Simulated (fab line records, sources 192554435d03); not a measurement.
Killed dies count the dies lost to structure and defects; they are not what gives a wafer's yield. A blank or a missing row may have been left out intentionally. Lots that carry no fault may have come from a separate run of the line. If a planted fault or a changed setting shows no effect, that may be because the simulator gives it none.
fab line records ; flow n5Finfet
record: lots: 9; wafers: 27; lastDay: 17
route steps=1938 shown DUMMY_GATE@245 SPACER0@259 BEOL_M4@1111 PASSIVATION@1936
lots untouched by any fault: they come from a run of this same line in which no faults occurred
startH: start of the lot's first displayed wafer, in hours after the record's first day ; waitH: time in hours since the lot's previous step ; " same as the row above ; L1.1+2: a row that stands for several wafers ; - no value, or no start was given ; * or withheld: withheld ; < > ~ a bound
route shown NAME@n: a module of which the file shows steps, and the number in the route of the first ; usual: average and standard deviation across the fault-free wafers ; same: alike in all rows ; chamber/n: place in a boat ; sites: readings site by site ; _std_site: their standard deviation ; _edge_site: the outer-site mean with the inner-site mean subtracted ; radiusMm: for every site, how far away it sits from the centre of the wafer ; mask NAME#n: copy n ; behind: the last tool/chamber to shape the wafer ; hold: cause of the lot's hold/its duration in hours/its outcome ; device: names the non-switching transistor (n, p or np) ; end of line: the same wafers' tests at the end of the route ; for a step that has no rows: nothing shown but its recipe ; killed: at the first sort, the dies lost to defects and structure; wafer yield is something else ; map: shows each die of a wafer: x if killed, . if not, _ if none is there
set.NAME: the setting that was run; set.NAME@STEP: the one run at that earlier step ; model.NAME: the simulator's own value behind a step, which no gauge read
route steps across a sampled set of lots; one table per step, one row per wafer
services: from which hour (startH, from the record's first day; less than 0 if before it) a tool's chamber was out of use, for how many hours, and why
== steps ==
step: N5_DUMMY_GATE_HM_OPEN_21
recipe: chemistry: CH3F/O2; target: SiNx; targetDepthA: 1200; Ar_flow_sccm: 150; CH3F_flow_sccm: 30; O2_flow_sccm: 23; timeS: 171.4; pressureMtorr: 30; sourceW: 395; biasW: 73; ionEnergyEv: 120.7
usual: drypumpMotorCurrentA: 5.9/0.65; oes_ar_750_au: 0.77/0.069; oesProductAu: 0.76/0.07; rfFwdPowerW: 393.5/1.1; rfVppV: 301/10; showerheadPlenumPTorr: 2.00/0.065; throttleValvePct: 16.56/0.2
lot.wafer;tool;chamber;startH;waitH;drypumpMotorCurrentA;oes_ar_750_au;oesProductAu;rfFwdPowerW;rfHoursCounterH;rfVppV;showerheadPlenumPTorr;throttleValvePct
L916.2;rieDiel-06;2;55.52;0.0;4.9;0.76;0.74;393.6;171;292;2.01;16.65
L916.3;rieDiel-06;1;55.52;0.0;6.0;0.71;0.70;392.6;221;304;1.98;16.70
L916.5;rieDiel-06;2;55.52;0.0;4.9;0.76;0.75;393.5;-;292;2.01;16.64
L917.3;rieDiel-06;3;61.03;0.0;6.8;0.71;0.71;393.0;193;309;1.89;16.45
L917.5;rieDiel-06;2;61.03;0.0;4.9;0.75;0.73;394.0;-;292;2.01;16.65
L917.6;rieDiel-06;3;61.03;0.0;6.8;0.71;0.70;394.6;-;311;1.89;16.45
L918.1;rieDiel-04;0;65.45;0.0;6.4;0.72;0.73;391.1;145;307;2.02;16.22
L918.4;rieDiel-04;0;65.45;0.0;6.3;0.72;0.72;392.5;-;304;2.02;16.20
L918.5;rieDiel-04;2;65.45;0.0;5.1;0.91;0.91;394.2;-;313;2.00;16.41
L920.1;rieDiel-04;2;79.00;0.0;5.1;0.90;0.91;392.5;18;312;1.99;16.43
L920.2;rieDiel-04;0;79.00;0.0;6.3;0.71;0.72;391.9;150;305;2.02;16.22
L920.3;rieDiel-04;1;79.00;0.0;6.4;0.93;0.95;394.2;5;316;1.98;16.63
L929.2;rieDiel-04;1;133.89;0.0;6.5;0.88;0.91;392.6;20;315;1.97;16.65
L929.4;rieDiel-04;2;133.89;0.0;5.1;0.86;0.87;391.7;35;313;1.99;16.44
L929.6;rieDiel-04;3;133.89;0.0;5.6;0.76;0.76;393.7;-;292;2.12;16.94
L931.1;rieDiel-06;1;141.94;0.0;6.0;0.70;0.69;392.8;246;306;1.97;16.73
L931.2;rieDiel-06;0;141.94;0.0;6.1;0.82;0.80;394.6;97;286;2.05;16.60
L931.3;rieDiel-06;2;141.94;0.0;4.9;0.73;0.73;395.4;194;291;2.00;16.69
L934.1;rieDiel-06;3;161.07;0.0;6.8;0.69;0.68;392.0;220;310;1.89;16.50
L934.2;rieDiel-06;0;161.07;0.0;6.1;0.82;0.79;393.7;103;286;2.05;16.62
L934.5;rieDiel-06;0;161.07;0.0;6.1;0.82;0.79;392.3;-;285;2.05;16.61
L937.2;rieDiel-06;0;179.65;0.0;6.1;0.81;0.79;394.4;111;286;2.05;16.62
L937.3;rieDiel-06;2;179.65;0.0;4.9;0.73;0.71;393.4;208;292;2.00;16.71
L937.6;rieDiel-06;0;179.65;0.0;6.1;0.81;0.78;392.8;-;287;2.05;16.62
L938.3;rieDiel-04;0;186.78;0.0;6.3;0.70;0.70;393.4;184;304;2.01;16.28
L938.5;rieDiel-04;0;186.78;0.0;6.3;0.69;0.70;394.3;-;303;2.01;16.27
L938.6;rieDiel-04;3;186.78;0.0;5.6;0.75;0.74;392.2;-;293;2.12;16.94
step: N5_DUMMY_GATE_ETCH_32
recipe: chemistry: CF4; target: SiO2; targetDepthA: 35; timeS: 3.9; ionEnergyEv: 350; pressureMtorr: 10; icpW: 800; biasW: 400; cf4FlowSccm: 80
usual: drypumpMotorCurrentA: 5.9/0.42; heBacksideLeakSccm: 2.73/0.19; oesProductAu: 0.999/0.021; rfFwdPowerW: 788/4.5; throttleValvePct: 21.79/0.22
lot.wafer;tool;chamber;startH;waitH;drypumpMotorCurrentA;heBacksideLeakSccm;oesProductAu;rfFwdPowerW;rfHoursCounterH;throttleValvePct
L916.2;rieSi-05;3;55.68;0.1;5.6;3.09;1.021;797;84;22.06
L916.3;rieSi-05;2;55.68;0.1;6.0;2.83;1.021;789;138;21.99
L916.5;rieSi-05;0;55.68;0.1;6.4;2.78;0.972;791;-;21.63
L917.3;rieSi-01;2;61.19;0.1;5.1;2.86;0.985;779;195;21.53
L917.5;rieSi-01;2;61.19;0.1;5.1;2.87;0.985;782;-;21.55
L917.6;rieSi-01;3;61.19;0.1;6.4;3.08;0.995;792;-;21.69
L918.1;rieSi-06;0;65.61;0.1;6.3;2.51;0.978;784;81;21.59
L918.4;rieSi-06;2;65.61;0.1;6.2;2.58;1.005;795;114;21.72
L918.5;rieSi-06;2;65.61;0.1;6.2;2.59;1.005;795;-;21.73
L920.1;rieSi-01;0;79.17;0.1;6.3;2.82;1.012;786;51;21.93
L920.2;rieSi-01;3;79.17;0.1;6.4;3.08;0.991;790;159;21.67
L920.3;rieSi-01;1;79.17;0.1;5.7;2.49;1.024;789;84;22.09
L929.2;rieSi-01;1;134.05;0.1;5.7;2.70;1.015;790;85;22.07
L929.4;rieSi-01;0;134.05;0.1;6.2;2.82;1.003;790;-;21.92
L929.6;rieSi-01;3;134.05;0.1;6.4;2.80;0.978;788;-;21.68
L931.1;rieSi-06;3;142.10;0.1;5.7;2.55;0.986;780;99;21.73
L931.2;rieSi-06;0;142.10;0.1;6.3;2.49;0.966;784;82;21.58
L931.3;rieSi-06;2;142.10;0.1;6.2;2.44;0.992;790;116;21.72
L934.1;rieSi-01;0;161.23;0.1;6.3;2.72;1.013;790;52;21.93
L934.2;rieSi-01;3;161.23;0.1;6.4;2.97;1.001;792;160;21.66
L934.5;rieSi-01;2;161.23;0.1;5.1;2.81;0.989;783;-;21.28
L937.2;rieSi-06;2;179.81;0.1;6.2;2.62;0.991;791;116;21.73
L937.3;rieSi-06;0;179.81;0.1;6.4;2.48;0.969;782;83;21.56
L937.6;rieSi-06;0;179.81;0.1;6.4;2.55;0.968;782;-;21.56
L938.3;rieSi-01;1;186.94;0.1;5.7;2.78;1.028;785;86;22.08
L938.5;rieSi-01;0;186.94;0.1;6.2;2.73;1.021;786;-;21.92
L938.6;rieSi-01;3;186.94;0.1;6.4;3.12;0.995;792;-;21.69
step: N5_DUMMY_GATE_INSPECT_27
recipe: inspectInstrument: brightfield; mode: aei
usual: rawDefectCount: 291/75
lot.wafer;tool;chamber;startH;waitH;rawDefectCount
L916.2;defectInspect-02;-;56.16;0.0;226
L916.3;defectInspect-02;-;56.16;0.0;213
L916.5;defectInspect-02;-;56.16;0.0;291
L917.3;defectInspect-02;-;61.86;0.0;254
L917.5;defectInspect-02;-;61.86;0.0;138
L917.6;defectInspect-02;-;61.86;0.0;215
L918.1;defectInspect-02;-;66.09;0.0;296
L918.4;defectInspect-02;-;66.09;0.0;236
L918.5;defectInspect-02;-;66.09;0.0;202
L920.1;defectInspect-02;-;79.78;0.0;201
L920.2;defectInspect-02;-;79.78;0.0;408
L920.3;defectInspect-02;-;79.78;0.0;289
L929.2;defectInspect-01;-;134.54;0.0;206
L929.4;defectInspect-01;-;134.54;0.0;361
L929.6;defectInspect-01;-;134.54;0.0;337
L931.1;defectInspect-01;-;142.60;0.0;340
L931.2;defectInspect-01;-;142.60;0.0;346
L931.3;defectInspect-01;-;142.60;0.0;341
L934.1;defectInspect-02;-;161.72;0.0;399
L934.2;defectInspect-02;-;161.72;0.0;322
L934.5;defectInspect-02;-;161.72;0.0;366
L937.2;defectInspect-01;-;180.29;0.0;298
L937.3;defectInspect-01;-;180.29;0.0;314
L937.6;defectInspect-01;-;180.29;0.0;446
L938.3;defectInspect-02;-;187.63;0.0;333
L938.5;defectInspect-02;-;187.63;0.0;315
L938.6;defectInspect-02;-;187.63;0.0;179
step: N5_SPACER0_ALD_00
recipe: material: SiOCN; targetThkA: 35; tempC: 400; aldPrecursorFamily: alkyl-aminosilane; aldCoReactant: O2/N2-plasma; pulseTimeS: 3; purgeTimeS: 2; coReactantPurgeTimeS: 2; aldCycles: 58; pressureTorr: 2
usual: aldCycles: 58/0; heaterPowerW: 807/70; precursorPulseHeightRel: 1.002/0.02; susceptorTempC: 399.99/0.22
same: pulseTimeS: 3
lot.wafer;tool;chamber;startH;waitH;aldCycles;heaterPowerW;precursorPulseHeightRel;susceptorTempC
L916.2;aldSin-02;2;56.62;0.1;58;725;1.003;400.07
L916.3;aldSin-02;3;56.62;0.1;58;803;1.008;400.17
L916.5;aldSin-02;0;56.62;0.1;58;799;1.057;399.62
L917.3;aldSin-02;2;62.05;0.1;58;742;1.012;399.93
L917.5;aldSin-02;0;62.05;0.1;58;782;0.999;399.80
L917.6;aldSin-02;1;62.05;0.1;58;696;0.987;400.14
L918.1;aldSin-01;2;66.28;0.1;58;712;1.005;399.85
L918.4;aldSin-01;2;66.28;0.1;58;706;1.040;400.03
L918.5;aldSin-01;3;66.28;0.1;58;796;0.981;400.13
L920.1;aldSin-01;0;79.97;0.1;58;761;1.019;399.85
L920.2;aldSin-01;3;79.97;0.1;58;789;0.982;399.93
L920.3;aldSin-01;2;79.97;0.1;58;718;1.006;399.74
L929.2;aldSin-02;0;134.73;0.1;63;818;1.027;399.85
L929.4;aldSin-02;2;134.73;0.1;63;753;1.001;400.53
L929.6;aldSin-02;1;134.73;0.1;63;722;0.985;399.97
L931.1;aldSin-02;3;142.79;0.1;63;804;0.991;399.96
L931.2;aldSin-02;0;142.79;0.1;63;821;0.984;399.76
L931.3;aldSin-02;1;142.79;0.1;63;732;1.021;400.24
L934.1;aldSin-04;1;161.91;0.1;58;841;1.004;399.62
L934.2;aldSin-04;0;161.91;0.1;58;884;1.006;400.00
L934.5;aldSin-04;2;161.91;0.1;58;882;0.996;399.89
L937.2;aldSin-01;1;181.50;0.1;58;872;0.964;400.28
L937.3;aldSin-01;3;181.50;0.1;58;792;0.986;399.71
L937.6;aldSin-01;0;181.50;0.1;58;770;1.032;400.09
L938.3;aldSin-01;0;188.11;0.1;58;768;1.030;399.96
L938.5;aldSin-01;2;188.11;0.1;58;720;1.000;399.96
L938.6;aldSin-01;1;188.11;0.1;58;845;0.986;399.90
step: N5_BEOL_M4_RC_MEAS_101
usual: DIBL_N: 36.0/2.5; DIBL_P: 36.3/2.8; IOFF_N: 0.16/0.042; IOFF_P: 0.21/0.045; ION_N: 673/15; ION_P: 463/8.1; SS_N: 71.4/0.73; SS_P: 73.3/0.92; VT_N: 251/4.1; VT_P: -250/3.4
lot.wafer;tool;chamber;startH;waitH;DIBL_N[mV/V];DIBL_P[mV/V];IOFF_N[nA/um];IOFF_P[nA/um];ION_N[uA/um];ION_P[uA/um];SS_N[mV/dec];SS_P[mV/dec];VT_N[mV];VT_P[mV]
L917.3;prober-01;0;170.01;0.3;34.4;34.2;0.14;0.20;661;462;71.1;72.6;253;-250
L917.5;prober-01;0;170.01;0.3;34.8;34.2;0.14;0.21;662;463;71.2;72.7;250;-251
L917.6;prober-01;0;170.01;0.3;34.3;33.2;0.13;0.19;651;459;71.4;72.0;252;-251
L916.2;prober-02;0;173.38;0.2;33.3;32.8;0.12;0.16;678;463;70.7;72.5;253;-254
L916.3;prober-02;0;173.38;0.2;35.8;35.1;0.15;0.18;681;459;70.5;73.2;251;-255
L916.5;prober-02;0;173.38;0.2;31.7;30.5;0.10;0.13;659;453;69.4;71.0;256;-257
L918.1;prober-01;0;184.72;0.0;32.2;34.3;0.10;0.19;658;463;70.2;73.7;255;-247
L918.4;prober-01;0;184.72;0.0;33.9;34.7;0.12;0.21;677;478;71.4;72.5;251;-247
L918.5;prober-01;0;184.72;0.0;35.8;38.6;0.16;0.27;691;482;72.5;73.9;247;-246
L920.1;prober-01;0;195.75;0.0;37.0;38.0;0.18;0.22;679;462;71.9;74.2;247;-251
L920.2;prober-01;0;195.75;0.0;32.8;33.0;0.11;0.16;667;458;70.5;72.3;255;-254
L920.3;prober-01;0;195.75;0.0;33.5;33.6;0.11;0.16;654;454;70.8;73.0;255;-252
L929.2;prober-01;0;249.12;0.2;31.5;34.2;0.10;0.17;654;461;70.0;72.1;256;-249
L929.4;prober-01;0;249.12;0.2;36.6;40.0;0.18;0.26;666;458;71.3;74.0;247;-245
L929.6;prober-01;0;249.12;0.2;31.8;34.3;0.11;0.18;663;466;70.4;72.3;256;-250
L931.1;prober-02;0;254.98;0.0;34.0;33.7;0.12;0.15;656;449;70.9;73.2;254;-255
L931.2;prober-02;0;254.98;0.0;40.2;42.2;0.24;0.29;685;466;72.2;74.7;245;-248
L931.3;prober-02;0;254.98;0.0;35.8;36.8;0.17;0.18;685;458;71.0;74.5;247;-252
L934.1;prober-02;0;287.84;0.0;37.8;37.4;0.16;0.20;669;454;71.5;73.2;250;-253
L934.2;prober-02;0;287.84;0.0;37.6;36.8;0.15;0.19;669;452;71.2;72.4;252;-254
L934.5;prober-02;0;287.84;0.0;41.4;42.1;0.22;0.28;677;463;73.0;73.5;248;-248
L937.2;prober-01;0;299.74;0.2;38.9;42.2;0.22;0.32;692;476;71.6;74.1;246;-242
L937.3;prober-01;0;299.74;0.2;36.7;38.1;0.17;0.25;676;470;71.0;72.9;248;-247
L937.6;prober-01;0;299.74;0.2;39.7;42.3;0.23;0.32;701;472;71.7;74.1;241;-243
L938.3;prober-02;0;310.37;0.3;37.7;39.1;0.19;0.27;683;477;71.8;73.7;248;-245
L938.5;prober-02;0;310.37;0.3;33.0;32.4;0.10;0.17;649;458;69.8;72.1;256;-256
L938.6;prober-02;0;310.37;0.3;34.5;34.2;0.13;0.19;669;467;71.2;73.2;253;-251
step: N5_PASSIVATION_PROBE_49
usual: defectLimitedYield: 91.0/1.4; killed_at_M0_to_M3: 36/11; killed_at_M4_up: 13/5.4; killedAtContacts: 12/6.4; killedAtFrontEnd: 41/13; killedAtOther: 2.9/2.3; killedDies: 106/17; killedOpen: 70/12; killedShort: 34/8.4; sort_bin_5_function: 5.2/1; sort_bin_6_memory: 3.4/0.63; sortNPass: 1074/18; sortYieldPct: 91.0/1.6
same: grossDies: 1180; killedAtBackSide: 0; sort_bin_4_leakage[%]: 0; sort_bin_8_speed[%]: 0
lot.wafer;tool;chamber;startH;waitH;defectLimitedYield[%];killed_at_M0_to_M3;killed_at_M4_up;killedAtContacts;killedAtFrontEnd;killedAtOther;killedDies;killedOpen;killedShort;sort_bin_5_function[%];sort_bin_6_memory[%];sortNPass;sortYieldPct[%]
L917.3;prober-02;-;274.59;0.1;89.9;30;11;25;48;5;119;84;28;6.0;3.9;1061;89.9
L917.5;prober-02;-;274.69;0.2;90.8;34;14;37;23;0;108;79;26;5.9;3.1;1072;90.8
L917.6;prober-02;-;274.74;0.3;89.8;39;12;21;43;5;120;79;39;5.5;4.1;1060;89.8
L929.2;prober-02;-;351.47;0.1;91.8;23;9;20;42;3;97;62;35;4.3;3.9;1083;91.8
L929.4;prober-02;-;351.57;0.2;94.5;16;15;6;26;2;65;46;19;3.5;2.0;1115;94.5
L929.6;prober-02;-;351.67;0.3;92.1;32;20;7;32;2;93;68;25;4.5;3.0;1087;92.1
L931.1;prober-01;-;355.82;0.0;89.7;38;15;11;57;0;121;77;37;5.1;4.3;1059;89.7
L931.2;prober-01;-;355.87;0.1;91.6;34;12;9;43;1;99;61;33;5.0;2.6;1081;91.6
L931.3;prober-01;-;355.92;0.1;94.7;13;12;7;29;1;62;48;14;3.0;2.1;1118;94.7
L938.3;prober-02;-;418.40;0.1;93.2;22;19;9;29;1;80;61;18;4.3;2.5;1100;93.2
L938.5;prober-02;-;418.50;0.2;90.7;52;8;3;43;4;110;77;33;4.9;4.1;1070;90.7
L938.6;prober-02;-;418.55;0.3;93.4;32;16;3;19;8;78;51;25;3.8;2.6;1102;93.4
killed by level:class
L917.3 MOL_CONTACT_COAG:geometricParticle:open=20 DUMMY_GATE:geometricParticle:open=12 BEOL_M0_SAQP:geometricParticle:open=11 STI_FIN_REVEAL:geometricParticle:open=7 DUMMY_GATE:geometricParticle:short=7 FIN_SAQP:geometricParticle:open=6 BEOL_M2:geometricParticle:open=6 GATE_CUT:geometricParticle:open=4
L917.5 MOL_CONTACT_COAG:geometricParticle:open=32 BEOL_M0_SAQP:geometricParticle:short=8 BEOL_M0_SAQP:geometricParticle:open=7 BEOL_M1:geometricParticle:open=7 BEOL_M4:geometricParticle:open=6 DUMMY_GATE:geometricParticle:open=5 MOL_CONTACT_COAG:geometricParticle:short=5 STI_FIN_REVEAL:geometricParticle:open=4
L917.6 MOL_CONTACT_COAG:geometricParticle:open=16 DUMMY_GATE:geometricParticle:open=13 BEOL_M0_SAQP:geometricParticle:open=11 FIN_SAQP:geometricParticle:short=9 BEOL_M1:geometricParticle:open=7 BEOL_M0_SAQP:geometricParticle:short=6 MOL_CONTACT_COAG:geometricParticle:short=5 BEOL_M4:geometricParticle:open=5
L929.2 MOL_CONTACT_COAG:geometricParticle:open=16 STI_FIN_REVEAL:geometricParticle:open=10 BEOL_M0_SAQP:geometricParticle:short=8 FIN_SAQP:geometricParticle:short=7 GATE_CUT:geometricParticle:short=6 STARTING-WAFER:geometricParticle:open=6 FIN_SAQP:geometricParticle:open=5 MOL_CONTACT_COAG:geometricParticle:short=4
L929.4 GATE_CUT:geometricParticle:short=5 MOL_CONTACT_COAG:geometricParticle:open=5 STARTING-WAFER:geometricParticle:open=5 FIN_SAQP:geometricParticle:short=4 BEOL_M0_SAQP:geometricParticle:open=4 BEOL_M1:geometricParticle:open=4 BEOL_M4:geometricParticle:open=4 BEOL_M0:geometricParticle:open=3
L929.6 BEOL_M2:geometricParticle:open=9 FIN_SAQP:geometricParticle:short=7 MOL_CONTACT_COAG:geometricParticle:open=7 BEOL_M0_SAQP:geometricParticle:open=6 BEOL_M4:geometricParticle:open=6 FIN_SAQP:geometricParticle:open=4 DUMMY_GATE:geometricParticle:open=4 GATE_CUT:geometricParticle:open=4
L931.1 FIN_SAQP:geometricParticle:open=18 FIN_SAQP:geometricParticle:short=12 BEOL_M3:geometricParticle:open=10 BEOL_M0_SAQP:geometricParticle:open=9 BEOL_M4:geometricParticle:open=9 MOL_CONTACT_COAG:geometricParticle:open=8 HKMG_FIN:areaEtch=6 BEOL_M3:geometricParticle:short=4
L931.2 FIN_SAQP:geometricParticle:open=17 BEOL_M0_SAQP:geometricParticle:short=9 BEOL_M0_SAQP:geometricParticle:open=9 BEOL_M1:geometricParticle:open=7 FIN_SAQP:geometricParticle:short=6 BEOL_M4:geometricParticle:open=6 MOL_CONTACT_COAG:geometricParticle:open=5 STARTING-WAFER:geometricParticle:short=5
L931.3 FIN_SAQP:geometricParticle:open=10 MOL_CONTACT_COAG:geometricParticle:open=7 STI_FIN_REVEAL:geometricParticle:open=5 BEOL_M4:geometricParticle:open=5 STARTING-WAFER:geometricParticle:short=5 FIN_SAQP:geometricParticle:short=4 BEOL_M3:geometricParticle:open=4 BEOL_M8:geometricParticle:open=4
L938.3 BEOL_M4:geometricParticle:open=12 DUMMY_GATE:geometricParticle:open=7 MOL_CONTACT_COAG:geometricParticle:open=7 BEOL_M0_SAQP:geometricParticle:open=6 FIN_SAQP:geometricParticle:short=4 FIN_SAQP:geometricParticle:open=4 BEOL_M2:geometricParticle:open=4 STARTING-WAFER:geometricParticle:open=4
L938.5 FIN_SAQP:geometricParticle:open=17 BEOL_M1:geometricParticle:open=13 BEOL_M0_SAQP:geometricParticle:open=11 BEOL_M0_SAQP:geometricParticle:short=10 STARTING-WAFER:geometricParticle:open=8 FIN_SAQP:geometricParticle:short=6 BEOL_M0:geometricParticle:open=5 BEOL_M3:geometricParticle:open=5
L938.6 BEOL_M0_SAQP:geometricParticle:open=6 BEOL_M0:geometricParticle:open=6 BEOL_M8:geometricParticle:open=6 FIN_SAQP:geometricParticle:short=4 STI_FIN_REVEAL:geometricParticle:open=4 BEOL_M0_SAQP:geometricParticle:short=4 BEOL_M1:geometricParticle:open=4 BEOL_M3:geometricParticle:open=4
== services ==
tool;chamber;startH;hours;kind
rieDiel-04;1;33.91;-;clean
rieSi-01;3;40.13;4.1;repair
rieDiel-06;-;46.82;2.8;pm
aldSin-01;0;60.88;7.9;repair
rieDiel-04;1;64.87;10.2;repair
rieSi-06;-;67.83;2.8;pm
rieSi-05;0;76.24;1.8;repair
rieDiel-04;-;80.54;0.8;repair
aldSin-04;2;85.27;1.7;repair
aldSin-01;0;94.74;3.5;repair
rieSi-01;1;104.89;2.6;repair
aldSin-02;-;107.56;0.9;repair
rieDiel-06;2;117.44;3.9;repair
rieSi-06;3;123.82;5.0;repair
rieSi-01;2;125.64;-;clean
rieSi-01;2;125.64;14.3;scheduledDown
rieSi-01;2;125.64;14.3;ventCycle
rieDiel-06;3;129.47;5.2;repair
rieDiel-06;1;155.83;-;clean
rieDiel-06;1;155.83;-;consumableReplace:focusRing
rieDiel-06;1;155.83;41.8;scheduledDown
rieDiel-06;1;155.83;41.8;ventCycle
aldSin-04;-;177.15;14.0;pm
rieSi-01;-;177.36;0.2;repair
== key ==
firstSign: step: N5_SPACER0_ALD_00; reading: aldCycles; direction: up; sigmas: 99+; usual: *; struck: *
effect none on later readings
metAt N5_SPACER0_ALD_00
struckLots L929,L931
notActingAt N5_DUMMY_GATE_HM_OPEN_21,N5_DUMMY_GATE_ETCH_32,N5_DUMMY_GATE_INSPECT_27
onsetBetween 62.05 134.73
fault: kind: processParameterDrift; tool: aldSin-02; chamber: -; onsetH: 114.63; steps: N5_SPACER0_ALD_00; channel: aldCycles; offset: *; shape: step; endH: 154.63; actsIn: *; stated: *
